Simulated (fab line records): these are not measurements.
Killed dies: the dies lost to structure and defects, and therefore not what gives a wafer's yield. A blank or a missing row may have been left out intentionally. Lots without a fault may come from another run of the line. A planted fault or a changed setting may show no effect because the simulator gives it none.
fab line records	flow n5-finfet
[record] lots = 7	wafers = 21
route steps=1938 shown BEOL_M3@950 BEOL_M4@1048 BEOL_M5@1112 BEOL_M6@1197
start-h: the number of hours between the record's first day and the start of the first shown wafer of the lot	wait-h: hours elapsed since this lot's preceding step	" identical to the entry in the row above	L1.1+2: several wafers, shown together as one row	- no value present, or no start provided	* or withheld: withheld	< > ~ a bound
route shown NAME@n: NAME is a module with steps in the file, n the number in the route of the first one	usual: average and standard deviation across the fault-free wafers	same: alike in all rows	chamber/n: place in a boat	sites: the reading at each site	_std_site: their standard deviation	_edge_site: mean of outer sites minus mean of inner sites	radius-mm: how far each site lies from the wafer's centre	mask NAME#n: copy n	behind: the most recent tool/chamber to have shaped the wafer	hold: why the lot was held/for how many hours/how that ended	device: whichever transistor did not switch (one of n, p or np)	end of line: tests of these same wafers at the route's end	step lacking rows: just its recipe	killed: dies lost to structure and defects at the first sort, not the wafer's yield	map: the dies of a wafer, with x for killed, . for not killed, _ for no die there
set.NAME: the run value of the setting; set.NAME@STEP: its run value at that earlier step	model.NAME: the simulator's own value behind a step, which no gauge read
lots run with intentionally changed settings; tables by step, rows by wafer
[[steps]]
[step N5_BEOL_M3_ETCH_64]
[recipe] chemistry = N2/H2	target = SOC	target-depth-a = 750	overetch-a = 150	mask-material = SiARC	temp-c = 40	time-s = 112.5	ion-energy-ev = 200	pressure-mtorr = 30	source-w = 840	bias-w = 150	n2-flow-sccm = 200	h2-flow-sccm = 200
lot.wafer	tool	chamber	start-h	wait-h	set.time-s	model.SiARC_of_BEOL_M3_COAT_62.thk-nm
L079.1	rie-diel-03	0	182.80	0.0	130.1	5.8
L079.2	"	3	"	"	130.1	6
L079.3	"	2	"	"	112.5	6.8
L080.3+6	rie-diel-03	2,3	187.59	0.0	99.91	7.6
L080.4	"	0	"	"	99.91	7.4
L082.2	rie-diel-03	1	205.08	0.0	112.5	6.8
L082.3	"	0	"	"	125.2	6
L082.4	"	3	"	"	125.2	6.2
L081.1	rie-diel-03	1	206.67	0.0	112.5	6.8
L081.4	"	0	"	"	112.5	6.6
L081.6	"	2	"	"	125.8	6.2
L088.3	rie-diel-05	3	248.54	0.0	112.5	6.8
L088.4	"	0	"	"	112.5	7
L088.6	"	0	"	"	125.6	6.4
L097.4+6	rie-diel-03	2	295.49	0.0	112.5	7
L097.5	"	1	"	"	129.5	6
L096.1+5	rie-diel-03	3,1	298.73	0.0	112.5	6.8
L096.6	"	2	"	"	112.5	7
[step N5_BEOL_M3_STRIP_65]
[recipe] chemistry = N2/H2	temp-c = 40	n2-flow-sccm = 200	h2-flow-sccm = 200	rf-frequency-hz = 6e+07
[step N5_BEOL_M3_STRIP_75]
[recipe] chemistry = N2/H2	temp-c = 40	n2-flow-sccm = 200	h2-flow-sccm = 200	rf-frequency-hz = 6e+07
[step N5_BEOL_M3_STRIP_66]
[recipe] chemistry = CF4	resist = SiARC	power-w = 300	bias-power-w = 75	pressure-mtorr = 50	cf4-flow-sccm = 150	rf-frequency-hz = 6e+07
[step N5_BEOL_M3_HM_OPEN_17]
[recipe] chemistry = Cl2/BCl3	target-depth-a = 200	overetch-a = 60	target = TiN	mask-material = SOC	ion-energy-ev = 150	pressure-mtorr = 10	icp-w = 1000	bias-w = 126	Cl2_flow_sccm = 53.25	bcl3-flow-sccm = 21.75	Ar_flow_sccm = 25
lot.wafer	tool	chamber	start-h	wait-h	set.time-s@BEOL_M3_ETCH_64	model.etch.depth-nm
L079.1	rie-metal-01	1	182.97	0.0	130.1	18.42
L079.2	"	0	"	"	130.1	18.35
L079.3	"	1	"	"	112.5	20.04
L080.3	rie-metal-01	0	187.79	0.1	99.91	19.89
L080.4	"	1	"	"	99.91	19.9
L080.6	"	0	"	"	99.91	19.92
L082.2	rie-metal-02	1	205.24	0.0	112.5	19.7
L082.3	"	1	"	"	125.2	18.72
L082.4	"	0	"	"	125.2	18.83
L081.1+4	rie-metal-03	0	206.84	0.0	112.5	19.8
L081.6	"	1	"	"	125.8	18.56
L088.3	rie-metal-02	0	248.74	0.1	112.5	19.75
L088.4	"	1	"	"	112.5	20.03
L088.6	"	1	"	"	125.6	18.51
L097.4	rie-metal-03	0	295.69	0.1	112.5	19.89
L097.5	"	1	"	"	129.5	18.27
L097.6	"	0	"	"	112.5	19.97
L096.1	rie-metal-03	1	298.90	0.0	112.5	20.07
L096.5	"	1	"	"	112.5	20.11
L096.6	"	0	"	"	112.5	20.25
[step N5_BEOL_M3_ETCH_70]
[recipe] chemistry = N2/H2	target = SOC	target-depth-a = 800	overetch-a = 160	mask-material = SiARC	temp-c = 40	time-s = 120	ion-energy-ev = 200	pressure-mtorr = 30	source-w = 840	bias-w = 150	n2-flow-sccm = 200	h2-flow-sccm = 200
[usual] rf-vpp-V = 523.9/1.9
lot.wafer	tool	chamber	start-h	wait-h	set.source-w	rf-vpp-V
L079.1	rie-diel-05	3	186.89	0.0	840	525.8
L079.2	"	0	"	"	840	522.0
L079.3	"	1	"	"	902.3	509.8
L080.3	rie-diel-06	0	191.70	0.0	895.5	512.0
L080.4	"	1	"	"	840	528.6
L080.6	"	2	"	"	895.5	511.8
L081.1	rie-diel-03	1	209.91	0.0	737.9	548.7
L081.4	"	2	"	"	840	525.8
L081.6	"	3	"	"	840	523.8
L082.2	rie-diel-06	2	211.02	0.0	840	526.9
L082.3	"	1	"	"	840	529.0
L082.4	"	3	"	"	895.6	512.3
L088.3	rie-diel-05	2	253.42	0.0	840	524.1
L088.4	"	1	"	"	840	522.3
L088.6	"	2	"	"	840	524.8
L097.4	rie-diel-05	0	302.57	0.0	840	522.6
L097.5	"	0	"	"	904.6	512.1
L097.6	"	1	"	"	840	521.8
L096.1	rie-diel-06	3	307.14	0.0	840	522.9
L096.5	"	2	"	"	840	524.0
L096.6	"	3	"	"	840	522.2
[step N5_BEOL_M3_VIA_ETCH_34]
[recipe] chemistry = C4F6/O2	target-depth-a = 694	mask-material = SOC	pressure-mtorr = 15	ion-energy-ev = 250	taper-deg = 4	time-s = 65.9	source-w = 350	bias-w = 170	Ar_flow_sccm = 300	C4F6_flow_sccm = 10	O2_flow_sccm = 10
[usual] rf-vpp-V = 665/7
lot.wafer	tool	chamber	start-h	wait-h	set.bias-w	rf-vpp-V
L079.1	rie-diel-05	3	186.99	0.0	170	681
L079.2	"	0	"	"	199.7	747
L079.3	"	1	"	"	199.7	763
L080.3	rie-diel-06	0	191.80	0.0	170	658
L080.4	"	1	"	"	170	670
L080.6	"	2	"	"	170	664
L081.1	rie-diel-03	1	210.01	0.0	170	669
L081.4	"	2	"	"	170	669
L081.6	"	3	"	"	170	658
L082.2	rie-diel-06	2	211.12	0.0	170	664
L082.3	"	1	"	"	170	671
L082.4	"	3	"	"	170	662
L088.3	rie-diel-05	2	253.52	0.0	178.4	690
L088.4	"	1	"	"	170	671
L088.6	"	2	"	"	170	662
L097.4	rie-diel-05	0	302.67	0.0	170	657
L097.5	"	0	"	"	170	657
L097.6	"	1	"	"	146.6	598
L096.1	rie-diel-06	3	307.24	0.0	170	661
L096.5	"	2	"	"	170	663
L096.6	"	3	"	"	170	662
[step N5_BEOL_M4_COAT_68]
[recipe] resist = SiARC	temp-c = 220	time-s = 60	spin-rpm = 1500	resist-thk-nm = 12
lot.wafer	tool	chamber	start-h	wait-h	set.spin-rpm	model.SiARC_of_BEOL_M4_COAT_68.thk-nm
L079.1+2+3	litho-track-01	0	-	-	1500	12
L080.3+6	litho-track-04	0	-	-	1576	11.8
L080.4	"	0	"	"	1500	12
L081.1+6	litho-track-04	0	-	-	1439	12.2
L081.4	"	0	"	"	1500	12
L082.2+4	litho-track-03	0	-	-	1651	11.4
L082.3	"	0	"	"	1500	12
L088.3	litho-track-03	0	-	-	1367	12.6
L088.4+6	"	0	"	"	1500	12
L097.4	litho-track-03	0	-	-	1557	11.8
L097.5	"	0	"	"	1500	12.2
L097.6	"	0	"	"	1500	12
L096.1+5+6	litho-track-03	0	-	-	1500	12
[step N5_BEOL_M4_DESCUM_33]
[recipe] chemistry = O2	time-s = 7	source-power-w = 50	bias-power-w = 20	pressure-mtorr = 20	rf-frequency-hz = 2.712e+07	temp-c = 40	resist = CAR-EUV	o2-flow-sccm = 225
lot.wafer	tool	chamber	start-h	wait-h	set.time-s	model.CAR-EUV_of_BEOL_M4_COAT_22.thk-nm
L079.1+3	rie-diel-02	0,3	193.97	0.1	7.93	25.6
L079.2	"	2	"	"	7	26
L080.3+4+6	rie-diel-04	3,0,1	200.81	0.0	7	26
L081.1+4	rie-diel-02	1,3	217.75	0.1	8.104	25.6
L081.6	"	0	"	"	7	26
L082.2+4	rie-diel-01	2,3	220.02	0.2	8.341	25.4
L082.3	"	1	"	"	7	26
L088.3+4+6	rie-diel-04	1,3,1	262.28	0.0	6.197	26.4
L097.4+5+6	rie-diel-04	1,1,2	309.08	0.0	7	26.2
L096.1	rie-diel-04	1	316.09	0.3	7	26.2
L096.5+6	"	3,2	"	"	7	26
[step N5_BEOL_M4_ETCH_77]
[recipe] chemistry = N2/H2	target = underlayer	target-depth-a = 65	mask-material = CAR-EUV	time-s = 5.2	ion-energy-ev = 200	pressure-mtorr = 30	source-w = 840	bias-w = 150	n2-flow-sccm = 200	h2-flow-sccm = 200	ends = cleared
lot.wafer	tool	chamber	start-h	wait-h	set.time-s@BEOL_M4_DESCUM_33	model.CAR-EUV_of_BEOL_M4_COAT_22.thk-nm
L079.1+3	rie-diel-02	0,3	194.00	0.0	7.93	19.8
L079.2	"	2	"	"	7	20.4
L080.3+4+6	rie-diel-04	3,0,1	200.85	0.0	7	20.2
L081.1	rie-diel-02	1	217.79	0.0	8.104	20
L081.4	"	3	"	"	8.104	19.8
L081.6	"	0	"	"	7	20.4
L082.2+4	rie-diel-01	2,3	220.05	0.0	8.341	19.8
L082.3	"	1	"	"	7	20.4
L088.3+6	rie-diel-04	1	262.32	0.0	6.197	20.6
L088.4	"	3	"	"	6.197	20.8
L097.4+5+6	rie-diel-04	1,1,2	309.11	0.0	7	20.4
L096.1+5	rie-diel-04	1,3	316.12	0.0	7	20.4
L096.6	"	2	"	"	7	20.2
[step N5_BEOL_M4_ETCH_69]
[recipe] chemistry = CF4	target = SiARC	target-depth-a = 156	mask-material = CAR-EUV	time-s = 26	ion-energy-ev = 80	pressure-mtorr = 40	source-w = 545	bias-w = 36	Ar_flow_sccm = 100	cf4-flow-sccm = 100	ends = cleared
lot.wafer	tool	chamber	start-h	wait-h	set.spin-rpm@BEOL_M4_COAT_68	model.etch.depth-nm
L079.1+3	rie-diel-02	0,3	194.02	0.0	1500	11.95
L079.2	"	2	"	"	1500	11.96
L080.3	rie-diel-04	3	200.87	0.0	1576	11.78
L080.4	"	0	"	"	1500	12.07
L080.6	"	1	"	"	1576	11.81
L081.1	rie-diel-02	1	217.81	0.0	1439	12.24
L081.4	"	3	"	"	1500	11.98
L081.6	"	0	"	"	1439	12.26
L082.2	rie-diel-01	2	220.07	0.0	1651	11.48
L082.3	"	1	"	"	1500	12.03
L082.4	"	3	"	"	1651	11.47
L088.3	rie-diel-04	1	262.33	0.0	1367	12.57
L088.4	"	3	"	"	1500	12.04
L088.6	"	1	"	"	1500	12.02
L097.4	rie-diel-04	1	309.13	0.0	1557	11.83
L097.5	"	1	"	"	1500	12.12
L097.6	"	2	"	"	1500	12.08
L096.1+6	rie-diel-04	1,2	316.14	0.0	1500	12.06
L096.5	"	3	"	"	1500	12.07
[step N5_BEOL_M4_ALD_98]
[recipe] material = SiO2	target-thk-a = 25	temp-c = 100	ald-precursor-family = BDEAS	ald-co-reactant = O2-plasma	pulse-time-s = 1	co-reactant-pulse-time-s = 1	purge-time-s = 2	co-reactant-purge-time-s = 2	ald-cycles = 17	pressure-torr = 2
[step N5_BEOL_M4_ETCHBACK_99]
[recipe] chemistry = CHF3	target = SiO2	target-depth-a = 50	time-s = 10.4	source-w = 215	bias-w = 47	Ar_flow_sccm = 200	CHF3_flow_sccm = 12	ion-energy-ev = 100	pressure-mtorr = 30
[step N5_BEOL_M4_ETCH_70]
[recipe] chemistry = N2/H2	target = SOC	target-depth-a = 800	overetch-a = 240	mask-material = SiARC	temp-c = 40	time-s = 130	ion-energy-ev = 200	pressure-mtorr = 30	source-w = 840	bias-w = 150	n2-flow-sccm = 200	h2-flow-sccm = 200
lot.wafer	tool	chamber	start-h	wait-h	set.spin-rpm@BEOL_M4_COAT_68	model.SiARC_of_BEOL_M4_COAT_68.thk-nm
L079.1	rie-diel-02	0	198.56	0.0	1500	5.6
L079.2+3	"	2,1	"	"	1500	5.8
L080.3+6	rie-diel-04	0	211.02	0.0	1576	5.8
L080.4	"	2	"	"	1500	6
L081.1	rie-diel-01	0	228.63	0.0	1439	6
L081.4	"	2	"	"	1500	5.8
L081.6	"	3	"	"	1439	6.2
L082.2	rie-diel-01	0	229.01	0.0	1651	5.2
L082.3	"	2	"	"	1500	5.8
L082.4	"	1	"	"	1651	5.4
L088.3	rie-diel-02	3	268.38	0.0	1367	6.6
L088.4	"	2	"	"	1500	5.8
L088.6	"	3	"	"	1500	6
L097.4	rie-diel-01	2	317.58	0.0	1557	5.6
L097.5	"	3	"	"	1500	6
L097.6	"	2	"	"	1500	5.8
L096.1+5+6	rie-diel-01	3,1,2	324.85	0.0	1500	6
[step N5_BEOL_M5_ILD_DEP_00]
[recipe] material = SiCOH_lowk	target-thk-a = 1406.4	temp-c = 300	precursor = DEMS/porogen	pressure-torr = 5	rf-w = 500	time-s = 25.9
lot.wafer	tool	chamber	start-h	wait-h	set.time-s	model.SiCOH_lowk_of_BEOL_M5_ILD_DEP_00.thk-nm
L079.1+2	pecvd-02	1,0	207.17	0.8	27.51	148.2
L079.3	"	0	"	"	25.9	140.6
L080.3	pecvd-02	1	217.11	0.5	25.9	141.2
L080.4	"	0	"	"	28.73	155.8
L080.6	"	0	"	"	25.9	140
L081.1	pecvd-01	1	233.81	0.8	25.9	140.4
L081.4	"	2	"	"	25.9	143.6
L081.6	"	0	"	"	25.9	139.6
L082.2	pecvd-02	0	234.19	0.7	28.6	152.4
L082.3	"	2	"	"	25.9	138.8
L082.4	"	1	"	"	28.6	155.8
L088.3	pecvd-02	0	274.80	0.5	27.65	149.2
L088.4	"	1	"	"	27.65	151.8
L088.6	"	2	"	"	25.9	142.4
L097.4	pecvd-02	2	323.76	0.4	25.9	141.4
L097.5	"	1	"	"	25.9	141.2
L097.6	"	0	"	"	25.9	139.8
L096.1+5	pecvd-01	2,1	330.01	0.8	25.9	140.4
L096.6	"	2	"	"	25.9	140.8
[step N5_BEOL_M5_CURE_79]
[recipe] temp-c = 385	time-s = 240	ambient = He/Ar	material = SiCOH_lowk
lot.wafer	tool	chamber	start-h	wait-h	set.time-s@BEOL_M5_ILD_DEP_00	model.SiCOH_lowk_of_BEOL_M5_ILD_DEP_00.thk-nm
L079.1+2	uv-cure-03	0	207.25	0.1	27.51	127.6
L079.3	"	0	"	"	25.9	121
L080.3	uv-cure-01	0	217.49	0.4	25.9	121.6
L080.4	"	0	"	"	28.73	134.2
L080.6	"	0	"	"	25.9	120.4
L081.1	uv-cure-02	1	233.87	0.0	25.9	120.8
L081.4	"	1	"	"	25.9	123.6
L081.6	"	1	"	"	25.9	120
L082.2	uv-cure-01	0	234.33	0.1	28.6	131.2
L082.3	"	0	"	"	25.9	119.4
L082.4	"	0	"	"	28.6	134.2
L088.3	uv-cure-01	2	275.02	0.2	27.65	128.4
L088.4	"	2	"	"	27.65	130.6
L088.6	"	2	"	"	25.9	122.4
L097.4	uv-cure-01	2	324.04	0.3	25.9	121.6
L097.5	"	2	"	"	25.9	121.4
L097.6	"	2	"	"	25.9	120.2
L096.1+5	uv-cure-02	2	330.07	0.0	25.9	120.8
L096.6	"	2	"	"	25.9	121
[step N5_BEOL_M5_THK_MEAS_01]
[recipe] reads = SiCOH_lowk_of_BEOL_M5_ILD_DEP_00
[usual] M5_ILD_THK = 121.1/1.4
lot.wafer	tool	chamber	start-h	wait-h	set.time-s@BEOL_M5_ILD_DEP_00	M5_ILD_THK[nm]
L079.1	film-metro-01	-	207.76	0.4	27.51	127.6
L079.2	"	-	"	"	27.51	127.6
L079.3	"	-	"	"	25.9	121.0
L080.3	film-metro-01	-	218.16	0.5	25.9	121.7
L080.4	"	-	"	"	28.73	134.1
L080.6	"	-	"	"	25.9	120.5
L082.2	film-metro-01	-	234.76	0.4	28.6	131.3
L082.3	"	-	"	"	25.9	119.4
L082.4	"	-	"	"	28.6	134.2
L081.1	film-metro-01	-	234.86	0.8	25.9	120.9
L081.4	"	-	"	"	25.9	123.6
L081.6	"	-	"	"	25.9	120.1
L088.3	film-metro-01	-	275.37	0.3	27.65	128.4
L088.4	"	-	"	"	27.65	130.7
L088.6	"	-	"	"	25.9	122.4
L097.4	film-metro-01	-	324.32	0.2	25.9	121.7
L097.5	"	-	"	"	25.9	121.5
L097.6	"	-	"	"	25.9	120.2
L096.1	film-metro-01	-	330.58	0.4	25.9	120.8
L096.5	"	-	"	"	25.9	120.8
L096.6	"	-	"	"	25.9	121.0
[step N5_BEOL_M5_COAT_05]
[recipe] resist = CAR-EUV	spin-rpm = 1500	resist-thk-nm = 30
lot.wafer	tool	chamber	start-h	wait-h	set.spin-rpm	model.CAR-EUV_of_BEOL_M5_COAT_05.thk-nm
L079.1	litho-track-04	0	-	-	1546	29.4
L079.2	"	0	"	"	1500	30
L079.3	"	0	"	"	1546	29.6
L080.3	litho-track-05	0	-	-	1631	29
L080.4	"	0	"	"	1500	30
L080.6	"	0	"	"	1500	30.2
L082.2	litho-track-02	0	-	-	1558	29.6
L082.3	"	0	"	"	1558	29.4
L082.4	"	0	"	"	1500	30
L081.1+4+6	litho-track-04	0	-	-	1500	30.2
L088.3	litho-track-05	0	-	-	1500	29.8
L088.4+6	"	0	"	"	1362	31.2
L097.4+5+6	litho-track-05	0	-	-	1500	30
L096.1+5+6	litho-track-05	0	-	-	1500	30
[step N5_BEOL_M5_VIA_ETCH_34]
[recipe] chemistry = C4F6/O2	target = SiCOH_lowk	target-depth-a = 883	mask-material = SOC	taper-deg = 4	time-s = 39.2	ion-energy-ev = 250	pressure-mtorr = 30	source-w = 345	bias-w = 185	Ar_flow_sccm = 300	C4F6_flow_sccm = 10	O2_flow_sccm = 10
[usual] rf-vpp-V = 665/7
lot.wafer	tool	chamber	start-h	wait-h	set.bias-w	rf-vpp-V
L079.1	rie-diel-06	2	214.93	0.0	165.2	605
L079.2	"	3	"	"	165.2	603
L079.3	"	0	"	"	185	657
L080.3	rie-diel-06	3	221.11	0.0	195.9	694
L080.4	"	0	"	"	185	657
L080.6	"	3	"	"	185	660
L082.2	rie-diel-03	3	240.03	0.0	185	656
L082.3	"	1	"	"	157.8	589
L082.4	"	2	"	"	157.8	590
L081.1	rie-diel-05	1	241.64	0.0	185	671
L081.4	"	0	"	"	200.2	701
L081.6	"	1	"	"	200.2	714
L088.3	rie-diel-05	2	280.16	0.0	185	662
L088.4	"	2	"	"	199.2	703
L088.6	"	3	"	"	199.2	721
L097.4	rie-diel-05	1	327.32	0.0	185	672
L097.5	"	2	"	"	201.2	708
L097.6	"	3	"	"	201.2	727
L096.1	rie-diel-06	2	335.81	0.0	185	664
L096.5	"	3	"	"	185	661
L096.6	"	2	"	"	185	664
[step N5_BEOL_M5_TRENCH_ETCH_37]
[recipe] chemistry = C4F6/O2	target-depth-a = 716.52	target = SiCOH_lowk	time-s = 24.7	ion-energy-ev = 250	pressure-mtorr = 30	source-w = 345	bias-w = 185	Ar_flow_sccm = 300	C4F6_flow_sccm = 10	O2_flow_sccm = 10
[usual] rf-vpp-V = 665/7
lot.wafer	tool	chamber	start-h	wait-h	set.bias-w	rf-vpp-V
L079.1	rie-diel-06	2	-	-	185	664
L079.2	"	3	"	"	185	661
L079.3	"	0	"	"	185	658
L080.3	rie-diel-06	3	-	-	185	661
L080.4	"	0	"	"	185	659
L080.6	"	3	"	"	185	661
L082.2	rie-diel-03	3	-	-	185	657
L082.3	"	1	"	"	185	670
L082.4	"	2	"	"	195.1	698
L081.1	rie-diel-05	1	-	-	185	672
L081.4	"	0	"	"	185	658
L081.6	"	1	"	"	205.6	732
L088.3	rie-diel-05	2	-	-	205	719
L088.4	"	2	"	"	185	663
L088.6	"	3	"	"	205	740
L097.4	rie-diel-05	1	-	-	185	672
L097.5	"	2	"	"	185	662
L097.6	"	3	"	"	185	681
L096.1	rie-diel-06	2	-	-	185	664
L096.5	"	3	"	"	185	661
L096.6	"	2	"	"	185	664
[step N5_BEOL_M6_PECVD_70]
[recipe] material = SiO2	target-thk-a = 200	temp-c = 400	precursor = TEOS/O2	pressure-torr = 5.5	rf-w = 450	teos-flow-sccm = 53.8	gas = O2	flow-sccm = 3000	time-s = 22.7
lot.wafer	tool	chamber	start-h	wait-h	set.time-s	model.SiO2_of_BEOL_M6_PECVD_70.thk-nm
L079.1+3	pecvd-04	0,1	223.55	0.0	21.74	19.4
L079.2	"	2	"	"	22.7	20
L080.3	pecvd-04	1	228.98	0.0	22.7	19.6
L080.4	"	0	"	"	22.7	19.8
L080.6	"	1	"	"	23.94	20.8
L082.2	pecvd-04	0	248.92	0.0	22.7	19.8
L082.3	"	2	"	"	24.19	21.6
L082.4	"	2	"	"	22.7	20.4
L081.1+4	pecvd-03	0,2	249.26	0.0	20.93	18.6
L081.6	"	1	"	"	22.7	20.2
L088.3	pecvd-02	0	288.26	0.0	19.99	17.4
L088.4+6	"	1,0	"	"	19.99	17.8
L097.4	pecvd-04	0	335.23	0.1	24.25	21.8
L097.5	"	2	"	"	24.25	21.4
L097.6	"	1	"	"	24.25	21.6
L096.1	pecvd-04	2	343.87	0.0	22.7	19.6
L096.5	"	0	"	"	22.7	20.2
L096.6	"	1	"	"	22.7	20
[[key]]
[split] step = N5_BEOL_M3_ETCH_64	setting = time-s	stated = 112.5	by = wafer
[response] step = N5_BEOL_M3_ETCH_64	reading = model.SiARC_of_BEOL_M3_COAT_62.thk-nm	change = -0.0557	per = 1%	r = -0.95
[response] step = N5_BEOL_M3_HM_OPEN_17	reading = model.etch.depth-nm	change = -0.105	per = 1%	r = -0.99
[split] step = N5_BEOL_M3_ETCH_70	setting = source-w	stated = 840	by = wafer
[response] step = N5_BEOL_M3_ETCH_70	reading = rf-vpp-V	change = -1.97	per = 1%	r = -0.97
[split] step = N5_BEOL_M3_VIA_ETCH_34	setting = bias-w	stated = 170	by = wafer
[response] step = N5_BEOL_M3_VIA_ETCH_34	reading = rf-vpp-V	change = +4.3	per = 1%	r = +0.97
[split] step = N5_BEOL_M4_COAT_68	setting = spin-rpm	stated = 1500	by = wafer
[response] step = N5_BEOL_M4_COAT_68	reading = model.SiARC_of_BEOL_M4_COAT_68.thk-nm	change = -0.0606	per = 1%	r = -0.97
[response] step = N5_BEOL_M4_ETCH_69	reading = model.etch.depth-nm	change = -0.0582	per = 1%	r = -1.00
[response] step = N5_BEOL_M4_ETCH_70	reading = model.SiARC_of_BEOL_M4_COAT_68.thk-nm	change = -0.0618	per = 1%	r = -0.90
[split] step = N5_BEOL_M4_DESCUM_33	setting = time-s	stated = 7	by = wafer
[response] step = N5_BEOL_M4_DESCUM_33	reading = model.CAR-EUV_of_BEOL_M4_COAT_22.thk-nm	change = -0.0292	per = 1%	r = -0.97
[response] step = N5_BEOL_M4_ETCH_77	reading = model.CAR-EUV_of_BEOL_M4_COAT_22.thk-nm	change = -0.0345	per = 1%	r = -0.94
[split] step = N5_BEOL_M5_ILD_DEP_00	setting = time-s	stated = 25.9	by = wafer
[response] step = N5_BEOL_M5_ILD_DEP_00	reading = model.SiCOH_lowk_of_BEOL_M5_ILD_DEP_00.thk-nm	change = +1.37	per = 1%	r = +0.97
[response] step = N5_BEOL_M5_CURE_79	reading = model.SiCOH_lowk_of_BEOL_M5_ILD_DEP_00.thk-nm	change = +1.19	per = 1%	r = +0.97
[response] step = N5_BEOL_M5_THK_MEAS_01	reading = M5_ILD_THK	change = +1.19	per = 1%	r = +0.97
[split] step = N5_BEOL_M5_COAT_05	setting = spin-rpm	stated = 1500	by = wafer
[response] step = N5_BEOL_M5_COAT_05	reading = model.CAR-EUV_of_BEOL_M5_COAT_05.thk-nm	change = -0.14	per = 1%	r = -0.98
[split] step = N5_BEOL_M5_VIA_ETCH_34	setting = bias-w	stated = 185	by = wafer
[response] step = N5_BEOL_M5_VIA_ETCH_34	reading = rf-vpp-V	change = +5	per = 1%	r = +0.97
[split] step = N5_BEOL_M5_TRENCH_ETCH_37	setting = bias-w	stated = 185	by = wafer
[response] step = N5_BEOL_M5_TRENCH_ETCH_37	reading = rf-vpp-V	change = +6.12	per = 1%	r = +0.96
[split] step = N5_BEOL_M6_PECVD_70	setting = time-s	stated = 22.7	by = wafer
[response] step = N5_BEOL_M6_PECVD_70	reading = model.SiO2_of_BEOL_M6_PECVD_70.thk-nm	change = +0.204	per = 1%	r = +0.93
